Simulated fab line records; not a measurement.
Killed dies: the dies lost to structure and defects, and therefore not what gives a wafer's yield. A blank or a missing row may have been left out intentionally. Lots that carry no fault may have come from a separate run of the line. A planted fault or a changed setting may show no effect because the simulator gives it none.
Which tool did it? + flow nand_harc + 18 wafers from 6 lots sampled at 3 of the route's 1159 steps

WHAT THE GAUGES READ, wafer by wafer
NHARC_P_GATE_CD_MEAS_11 targets a cd of 1640 nm.
| lot  | measured    | on        | cd_nm (nm)           |
|------|-------------|-----------|----------------------|
| L504 | day 4 21:37 | cd_sem-03 | 1637.3 1638.2 1638.7 |
| L506 | day 5 03:03 | cd_sem-03 | 1638.0 1637.1 1638.8 |
| L509 | day 6 03:40 | cd_sem-02 | 1640.4 1637.2 1640.0 |
| L513 | day 7 08:05 | cd_sem-01 | 1642.3 1638.2 1635.8 |
| L519 | day 8 09:43 | cd_sem-01 | 1642.1 1638.0 1640.5 |
| L524 | day 9 21:33 | cd_sem-03 | 1641.3 1641.9 1639.9 |

EACH LOT AND THE TOOL THAT RAN IT (in order: tool; ch and the chambers of the sampled wafers; start)
| lot  | NHARC_P_STI_DESCUM_14             | NHARC_P_GATE_EXPOSE_08           |
|------|-----------------------------------|----------------------------------|
| L504 | rie_diel-08 ch 0,2,3, day 3 02:47 | krf_scanner-02 ch 0, day 4 21:27 |
| L506 | rie_diel-03 ch 1,3, day 3 13:50   | krf_scanner-03 ch 0, day 5 02:54 |
| L509 | rie_diel-08 ch 2,3, day 4 12:37   | krf_scanner-01 ch 0, day 6 03:31 |
| L513 | rie_diel-12 ch 1,2,3, day 5 09:14 | krf_scanner-01 ch 0, day 7 07:56 |
| L519 | rie_diel-03 ch 1,2,3, day 7 00:10 | krf_scanner-02 ch 0, day 8 09:33 |
| L524 | rie_diel-08 ch 0,2,3, day 8 09:20 | krf_scanner-03 ch 0, day 9 21:23 |
- NHARC_P_STI_DESCUM_14: chemistry O2, time 3 s.
- NHARC_P_GATE_EXPOSE_08: exposes mask P HV.

THE ANSWER, worked out from the rows above alone
Rule: the usual values come from the lots themselves. The widest of any qualifying gaps counts: lots, ordered by their means at a reading, are off when they make up no more than a third of the lots, leave a main group of 4 or more, and stand apart from it by 3 or more times the standard deviation of that group's means. A main group whose means are all the same, to the digits that the tables above print for the reading, isn't used. Also off: a lot with no number at a reading for which 4 or more lots have one. Where the step has rows for the other lots, those lots are counted as sound.
None of the lots is off at any reading shown; this tells nothing.

WHAT HAD BEEN PUT IN BY THE SIMULATOR
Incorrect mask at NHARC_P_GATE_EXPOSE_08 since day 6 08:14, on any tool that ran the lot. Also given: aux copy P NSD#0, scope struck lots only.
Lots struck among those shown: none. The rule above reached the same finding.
